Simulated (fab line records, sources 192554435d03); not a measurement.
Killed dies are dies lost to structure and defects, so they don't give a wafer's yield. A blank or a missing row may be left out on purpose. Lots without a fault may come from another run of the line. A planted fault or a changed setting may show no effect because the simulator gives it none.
Which tool did it? | flow n5_finfet | 14 lots, 41 wafers sampled, at 7 steps of a route of 1938

WHAT THE GAUGES READ, wafer by wafer
N5_BEOL_M3_THK_MEAS_53: measures by xrf.
lot  | measured     | on            | M3_THK (nm)
L646 | day 7 22:50  | film_metro-02 | 39.5 39.2 39.9
L647 | day 8 19:46  | film_metro-01 | 38.8 40.0 39.4
L648 | day 9 00:04  | film_metro-01 | 40.8 40.1
L649 | day 9 06:00  | film_metro-01 | 41.4 42.5 39.9
L650 | day 9 06:16  | film_metro-01 | 40.4 40.3 42.4
L651 | day 9 10:13  | film_metro-01 | 35.7 39.9 37.3
L654 | day 10 10:49 | film_metro-01 | 41.1 41.1 41.1
L656 | day 11 09:55 | film_metro-01 | 38.6 42.3 39.9
L660 | day 11 17:49 | film_metro-02 | 39.0 37.5 40.1
L663 | day 13 03:57 | film_metro-01 | 40.4 38.9 43.0
L662 | day 13 08:11 | film_metro-01 | 39.8 40.9 40.4
L664 | day 13 20:15 | film_metro-01 | 41.8 42.4 42.2
L666 | day 14 09:15 | film_metro-02 | 39.4 39.5 42.2
L669 | day 14 14:26 | film_metro-01 | 39.6 39.3 38.0

N5_BEOL_M4_CD_MEAS_18: pitch 36 nm, target cd 18 nm.
lot  | measured     | on        | cd_nm (nm)
L646 | day 8 00:40  | cd_sem-03 | 17.9 17.1 17.5
L647 | day 8 21:47  | cd_sem-02 | 18.6 18.4 17.7
L648 | day 9 01:41  | cd_sem-02 | 18.1 17.8
L649 | day 9 08:03  | cd_sem-02 | 18.1 17.4 18.1
L650 | day 9 10:55  | cd_sem-02 | 17.7 17.6 18.1
L651 | day 9 12:37  | cd_sem-03 | 18.5 17.3 18.1
L654 | day 10 13:02 | cd_sem-02 | 18.5 17.7 18.3
L656 | day 11 12:22 | cd_sem-02 | 18.0 18.0 17.6
L660 | day 11 22:13 | cd_sem-01 | 17.4 18.4 17.8
L663 | day 13 05:47 | cd_sem-02 | 17.5 18.6 18.4
L662 | day 13 09:59 | cd_sem-02 | 17.7 19.1 19.2
L664 | day 14 01:42 | cd_sem-03 | - - -
L666 | day 14 11:37 | cd_sem-03 | - - -
L669 | day 14 17:57 | cd_sem-03 | 17.5 17.6 17.8

N5_BEOL_M4_RC_MEAS_101.
lot  | measured     | on        | DIBL_N (mV/V)  | DIBL_P (mV/V)  | IOFF_N (nA/um) | IOFF_P (nA/um) | ION_N (uA/um) | ION_P (uA/um) | SS_N (mV/dec)  | SS_P (mV/dec)  | VT_N (mV)   | VT_P (mV)
L646 | day 9 02:22  | prober-02 | 36.8 34.5 35.9 | 36.2 33.7 34.8 | 0.19 0.15 0.18 | 0.25 0.22 0.22 | 686 673 683   | 468 466 469   | 71.4 71.3 71.5 | 74.0 73.4 73.4 | 246 252 245 | -245 -247 -249
L647 | day 10 01:57 | prober-02 | 33.3 38.8 31.5 | 32.4 39.3 30.2 | 0.09 0.19 0.08 | 0.16 0.26 0.13 | 644 676 636   | 452 469 452   | 70.7 71.5 70.1 | 71.9 74.8 72.3 | 259 250 262 | -254 -247 -256
L648 | day 10 08:25 | prober-02 | 34.9 37.0      | 33.9 37.6      | 0.13 0.17      | 0.17 0.22      | 671 684       | 460 468       | 70.6 71.1      | 73.4 74.7      | 255 248     | -254 -252
L649 | day 10 11:35 | prober-02 | 37.2 40.6 39.5 | 37.7 42.3 40.8 | 0.14 0.24 0.20 | 0.20 0.28 0.25 | 667 706 685   | 462 478 465   | 71.1 72.4 72.2 | 73.0 74.4 74.3 | 253 241 248 | -253 -245 -247
L650 | day 10 06:04 | prober-01 | 41.7 34.2 40.5 | 40.4 32.3 40.5 | 0.31 0.13 0.29 | 0.35 0.19 0.34 | 707 678 703   | 476 467 475   | 73.8 70.7 72.2 | 74.9 72.7 74.8 | 241 251 241 | -242 -250 -243
L651 | day 10 20:36 | prober-02 | 34.7 36.8 32.4 | 35.1 38.1 33.0 | 0.13 0.17 0.10 | 0.16 0.21 0.15 | 675 687 657   | 459 468 460   | 70.9 71.0 70.7 | 73.1 73.9 71.7 | 255 249 254 | -254 -252 -254
L654 | day 11 10:42 | prober-02 | 35.6 36.0 32.7 | 36.7 35.2 32.9 | 0.16 0.15 0.11 | 0.20 0.17 0.16 | 667 651 653   | 461 445 454   | 71.5 72.3 70.0 | 73.4 73.0 73.2 | 247 253 254 | -250 -253 -254
L656 | day 12 06:16 | prober-01 | 37.4 37.1 35.6 | 37.5 36.5 34.6 | 0.16 0.14 0.12 | 0.22 0.21 0.18 | 680 658 665   | 464 465 464   | 71.7 72.3 71.1 | 73.9 73.2 72.7 | 251 254 255 | -249 -248 -251
L660 | day 12 13:56 | prober-02 | 34.3 36.0 36.1 | 33.9 37.2 37.2 | 0.12 0.16 0.15 | 0.15 0.21 0.21 | 659 688 662   | 451 466 455   | 71.0 71.6 71.7 | 73.1 73.3 74.1 | 258 249 251 | -258 -253 -253
L663 | day 13 11:56 | prober-01 | 37.2 33.4 35.6 | 36.8 33.5 34.8 | 0.19 0.13 0.16 | 0.27 0.20 0.23 | 692 670 662   | 484 467 469   | 72.1 70.7 71.8 | 74.2 73.6 73.9 | 245 251 249 | -244 -249 -244
L662 | day 14 08:44 | prober-01 | 35.4 36.4 34.7 | 36.2 38.3 35.6 | 0.16 0.19 0.14 | 0.21 0.23 0.19 | 656 682 649   | 459 465 455   | 71.1 71.7 71.7 | 74.2 74.2 73.3 | 251 247 253 | -250 -251 -250
L669 | day 15 13:25 | prober-01 | 34.9 37.3 35.3 | 36.2 38.6 35.4 | 0.12 0.16 0.13 | 0.17 0.21 0.16 | 664 671 666   | 459 469 453   | 71.3 71.8 71.5 | 73.3 74.0 72.8 | 257 252 255 | -256 -251 -258

WHICH TOOL RAN EACH LOT (tool, then ch and the chambers of the sampled wafers, then the start)
lot  | N5_BEOL_M3_SPUTTER_88        | N5_BEOL_M4_PECVD_72             | N5_BEOL_M4_HM_DEP_02         | N5_BEOL_M4_HM_OPEN_17
L646 | pvd_sputter-02, day 7 21:10  | pecvd-03 ch 0,1,2, day 7 23:20  | pvd_sputter-03, day 7 23:35  | rie_metal-02 ch 1, day 8 00:29
L647 | pvd_sputter-01, day 8 17:58  | pecvd-04 ch 0,1, day 8 20:11    | pvd_sputter-03, day 8 20:48  | rie_metal-01 ch 0,1, day 8 21:38
L648 | pvd_sputter-01, day 8 22:23  | pecvd-02 ch 0,2, day 9 00:31    | pvd_sputter-03, day 9 00:36  | rie_metal-02 ch 0,1, day 9 01:31
L649 | pvd_sputter-01, day 9 04:20  | pecvd-04 ch 0,1,2, day 9 06:26  | pvd_sputter-02, day 9 06:59  | rie_metal-02 ch 0,1, day 9 07:52
L650 | pvd_sputter-03, day 9 04:35  | pecvd-03 ch 0,1, day 9 06:58    | pvd_sputter-01, day 9 09:43  | rie_metal-02 ch 0,1, day 9 10:44
L651 | pvd_sputter-02, day 9 08:34  | pecvd-04 ch 0,1,2, day 9 10:41  | pvd_sputter-01, day 9 11:31  | rie_metal-03 ch 0, day 9 12:20
L654 | pvd_sputter-01, day 10 09:09 | pecvd-04 ch 0,2, day 10 11:17   | pvd_sputter-03, day 10 11:41 | rie_metal-03 ch 0,1, day 10 12:50
L656 | pvd_sputter-03, day 11 08:15 | pecvd-03 ch 0,1, day 11 10:21   | pvd_sputter-01, day 11 11:08 | rie_metal-02 ch 0, day 11 12:05
L660 | pvd_sputter-01, day 11 16:08 | pecvd-02 ch 0,2, day 11 18:16   | pvd_sputter-02, day 11 20:16 | rie_metal-02 ch 0,1, day 11 22:01
L663 | pvd_sputter-03, day 13 02:17 | pecvd-04 ch 1,2, day 13 04:22   | pvd_sputter-03, day 13 04:49 | rie_metal-02 ch 0,1, day 13 05:35
L662 | pvd_sputter-01, day 13 06:31 | pecvd-04 ch 0,2, day 13 08:36   | pvd_sputter-03, day 13 09:01 | rie_metal-01 ch 0,1, day 13 09:48
L664 | pvd_sputter-02, day 13 18:35 | pecvd-03 ch 1, day 13 20:41     | pvd_sputter-03, day 14 00:45 | rie_metal-02 ch 0,1, day 14 01:31
L666 | pvd_sputter-01, day 14 07:35 | pecvd-02 ch 0,2, day 14 09:44   | pvd_sputter-02, day 14 10:29 | rie_metal-01 ch 0,1, day 14 11:26
L669 | pvd_sputter-02, day 14 12:46 | pecvd-02 ch 0,1,2, day 14 14:55 | pvd_sputter-03, day 14 16:47 | rie_metal-02 ch 0, day 14 17:41
- N5_BEOL_M3_SPUTTER_88: material Cu, target thk 4.5 nm, time 8.29 s.
- N5_BEOL_M4_PECVD_72: deposits SiO2 from TEOS/O2, target thk 16 nm, time 18 s.
- N5_BEOL_M4_HM_DEP_02: deposits TiN, target thk 20 nm.
- N5_BEOL_M4_HM_OPEN_17: chemistry Cl2/BCl3, target TiN, target depth 20 nm, overetch 6 nm.

WHAT THE TOOLS THEMSELVES READ (means of the sampled wafers that have a number; where no wafer has one, the mark that the record gives instead)
N5_BEOL_M3_SPUTTER_88.
lot  | tool           | throttle_valve_pct (%)
L646 | pvd_sputter-02 | 30.2
L647 | pvd_sputter-01 | 28.8
L648 | pvd_sputter-01 | 30.6
L649 | pvd_sputter-01 | 29.2
L650 | pvd_sputter-03 | 29.0
L651 | pvd_sputter-02 | 29.7
L654 | pvd_sputter-01 | 28.5
L656 | pvd_sputter-03 | 28.9
L660 | pvd_sputter-01 | 29.2
L663 | pvd_sputter-03 | 28.8
L662 | pvd_sputter-01 | 30.7
L664 | pvd_sputter-02 | 29.2
L666 | pvd_sputter-01 | 30.1
L669 | pvd_sputter-02 | 29.1

N5_BEOL_M4_PECVD_72.
lot  | tool     | heater_power_w (W) | showerhead_plenum_p_Torr (Torr) | throttle_valve_pct (%)
L646 | pecvd-03 | 880                | 8.82                            | 23.1
L647 | pecvd-04 | 693                | 8.86                            | 24.7
L648 | pecvd-02 | 840                | 8.86                            | 22.1
L649 | pecvd-04 | 709                | 8.80                            | 24.0
L650 | pecvd-03 | 831                | 8.86                            | 22.8
L651 | pecvd-04 | 704                | 8.79                            | 24.0
L654 | pecvd-04 | 765                | 8.75                            | 22.3
L656 | pecvd-03 | 759                | 8.85                            | 22.9
L660 | pecvd-02 | 837                | 8.85                            | 20.9
L663 | pecvd-04 | 792                | 8.75                            | 25.7
L662 | pecvd-04 | 718                | 8.82                            | 22.7
L664 | pecvd-03 | 735                | 8.85                            | 21.3
L666 | pecvd-02 | 867                | 8.85                            | 21.0
L669 | pecvd-02 | 870                | 8.82                            | 22.0

N5_BEOL_M4_HM_DEP_02.
lot  | tool           | chamber_pressure_pa (Pa) | substrate_temp_c (C) | throttle_valve_pct (%)
L646 | pvd_sputter-03 | 0.5005                   | 25.04                | 29.9
L647 | pvd_sputter-03 | 0.5003                   | 24.99                | 29.2
L648 | pvd_sputter-03 | 0.4992                   | 25.01                | 29.8
L649 | pvd_sputter-02 | 0.4993                   | 25.05                | 29.3
L650 | pvd_sputter-01 | 0.4989                   | 25.03                | 29.3
L651 | pvd_sputter-01 | 0.5003                   | 24.91                | 29.9
L654 | pvd_sputter-03 | 0.5001                   | 25.06                | 30.1
L656 | pvd_sputter-01 | 0.4995                   | 24.94                | 29.9
L660 | pvd_sputter-02 | 0.4996                   | 25.03                | 29.7
L663 | pvd_sputter-03 | 0.4995                   | 24.96                | 29.9
L662 | pvd_sputter-03 | 0.4990                   | 24.95                | 29.7
L664 | pvd_sputter-03 | -                        | -                    | -
L666 | pvd_sputter-02 | -                        | -                    | -
L669 | pvd_sputter-03 | 0.4998                   | 24.94                | 29.5

N5_BEOL_M4_HM_OPEN_17.
lot  | tool         | bias_w (W) | chamber_pressure_mTorr (mTorr) | drypump_motor_current_A (A) | mfc_ar_sccm (sccm) | oes_ar_750_au (a.u.) | oes_product_au (a.u.) | throttle_valve_pct (%)
L646 | rie_metal-02 | 125.9      | 10.012                         | 5.36                        | 24.91              | 0.79                 | 0.71                  | 22.08
L647 | rie_metal-01 | 125.9      | 9.999                          | 5.82                        | 24.98              | 0.94                 | 0.76                  | 22.41
L648 | rie_metal-02 | 126.2      | 10.005                         | 5.51                        | 24.95              | 0.80                 | 0.70                  | 21.98
L649 | rie_metal-02 | 125.9      | 9.997                          | 5.45                        | 24.96              | 0.79                 | 0.70                  | 22.02
L650 | rie_metal-02 | 126.4      | 10.010                         | 5.54                        | 25.03              | 0.80                 | 0.70                  | 21.94
L651 | rie_metal-03 | 125.6      | 9.996                          | 5.71                        | 25.17              | 0.59                 | 0.53                  | 22.63
L654 | rie_metal-03 | 126.4      | 9.996                          | 5.70                        | 25.00              | 0.69                 | 0.61                  | 22.47
L656 | rie_metal-02 | 125.8      | 10.013                         | 5.65                        | 25.02              | 0.80                 | 0.69                  | 21.86
L660 | rie_metal-02 | 126.3      | 10.000                         | 5.56                        | 25.03              | 0.79                 | 0.69                  | 21.95
L663 | rie_metal-02 | 126.1      | 10.002                         | 5.57                        | 24.98              | 0.78                 | 0.68                  | 21.96
L662 | rie_metal-01 | 126.6      | 10.001                         | 5.84                        | 25.00              | 0.89                 | 0.72                  | 22.44
L664 | rie_metal-02 | 126.5      | 10.005                         | 5.54                        | 25.04              | 0.78                 | 0.30                  | 22.60
L666 | rie_metal-01 | 126.1      | 10.000                         | 5.79                        | 24.93              | 0.88                 | 0.32                  | 23.09
L669 | rie_metal-02 | 125.9      | 10.009                         | 5.65                        | 25.08              | 0.78                 | 0.65                  | 21.90

THE ANSWER, worked out from the rows above alone
Rule: what is usual is taken from the lots themselves. Put in order of their means at a reading, lots are off if they are a third of the lots or fewer, leave a main group of 4 or more, and stand apart from it by a gap of 3 or more times the standard deviation of the main group's means; of several such gaps the widest counts. A main group whose means are all the same, to the digits that the tables above print for the reading, isn't used. A lot without any number at a reading at which 4 lots or more have one is off too. The other lots that the step has rows for count as sound. The gauges are gone through in route order, then the tools' own readings, and for those a lot's mean is taken as printed above. The first step at which some lot is off is used, and at that step the reading that is off furthest; a lot without a number counts as furthest.
Off: L664, L666, at N5_BEOL_M4_CD_MEAS_18 (cd_nm). Without a number there: L664, L666. The main group: mean 18.0 nm, standard deviation 0.29.
A tool fits if, at a process step before that reading, it ran every lot that is off, and no sound lot after the first of them. The gauges at N5_BEOL_M4_CD_MEAS_18 aren't tried: what is off there is off at N5_BEOL_M4_HM_DEP_02 too, on other tools, and a gauge's error can't cause that. None of those tried fits.

WHAT THE SIMULATOR HAD PUT IN
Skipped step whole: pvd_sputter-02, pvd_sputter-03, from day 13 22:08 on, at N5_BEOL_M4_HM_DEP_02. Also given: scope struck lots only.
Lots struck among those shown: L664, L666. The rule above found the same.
